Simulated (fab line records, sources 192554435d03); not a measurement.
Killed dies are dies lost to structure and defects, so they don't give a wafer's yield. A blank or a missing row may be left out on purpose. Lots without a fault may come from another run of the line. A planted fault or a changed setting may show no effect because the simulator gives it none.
Problem report in the 8D (eight disciplines) form, filled by code | flow n5_finfet | the parts of the form that need people (team, actions taken, sign-off) are left out

1. THE PROBLEM
susceptor_temp_C at N5_BEOL_M14_ILD_DEP_00 reads a mean of 403.46 C on 6 wafers of 2 lots; wafers without a fault read 400.02 C with a standard deviation of 0.23. That is +15 standard deviations from the usual mean.
The step: deposits SiO2 from TEOS/O2, target thk 1119.3 nm, time 237.4 s.
First seen on wafer L807.2, day 16 06:32, on pecvd-03. The record holds 30 wafers of 10 lots with a number at this step. Rule for "out", or "out of limits": more than 4 standard deviations from the usual mean. The other wafers with a number count as sound.

2. WHAT IT IS AND WHAT IT IS NOT
question                    | is                     | is not
which readings at this step | susceptor_temp_C       | heater_power_w
which lots                  | L807, L809             | L787, L788, L791, L792, L793, L796, L799, L802
which wafers of those lots  | all that have a number | -
read on which tools         | pecvd-03               | pecvd-01, pecvd-02
when                        | from day 16 06:32      | up to then (24 sound wafers)

3. SUSPECTS, AND WHAT RULES EACH OUT
Counting: a tool at a process step up to the reading stays a suspect if it ran every lot that is out and no sound lot after the first of them.
- rie_diel-03 at N5_BEOL_M13_ETCH_67 (etches SiARC in CF4, target depth 143 nm, time 238.3 s): kept. It ran every lot that is out, first L807 (day 16 02:36), and no sound lot after that; its last sound lot up to then is L802 (day 15 10:05).
- rie_diel-03 at N5_BEOL_M13_ETCH_68 (etches SOC in N2/H2, time 355 s): kept. It ran every lot that is out, first L807 (day 16 02:45), and no sound lot after that; its last sound lot up to then is L802 (day 15 10:14).
- pecvd-03 at N5_BEOL_M14_ILD_DEP_00 (deposits SiO2 from TEOS/O2, target thk 1119.3 nm, time 237.4 s): kept. It ran every lot that is out, first L807 (day 16 06:32), and no sound lot after that; its last sound lot up to then is L802 (day 15 13:20). Its own readings are out on those wafers: susceptor_temp_C.
Left after counting: rie_diel-03 at N5_BEOL_M13_ETCH_67, rie_diel-03 at N5_BEOL_M13_ETCH_68, pecvd-03 at N5_BEOL_M14_ILD_DEP_00.

4. THE CAUSE (what the simulator had put in)
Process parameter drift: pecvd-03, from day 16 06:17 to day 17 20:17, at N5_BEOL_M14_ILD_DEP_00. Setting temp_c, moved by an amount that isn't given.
Counting left 3 suspects, and this tool is among them.

5. THE CHAIN OF EFFECTS, in route order
Each row: a reading whose mean over the struck wafers that have a number lies more than 3 standard deviations from the usual. Only readings for which the record gives a usual standard deviation are gone through. hours: the time from each lot's start at the first step in this table that gives one to its start at this step, as a median over the lots. sigmas: the change in usual standard deviations.
hours | step                   | reading          | usual    | on struck wafers | change | sigmas
0     | N5_BEOL_M14_ILD_DEP_00 | susceptor_temp_C | 400.02 C | 403.46           | +3.44  | +15
The process steps in it:
- N5_BEOL_M14_ILD_DEP_00: deposits SiO2 from TEOS/O2, target thk 1119.3 nm, time 237.4 s.

6. WHAT WOULD HAVE CAUGHT IT SOONER
In this record the first reading out of limits was taken at day 16 06:32, 0 hours after the fault began at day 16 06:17.
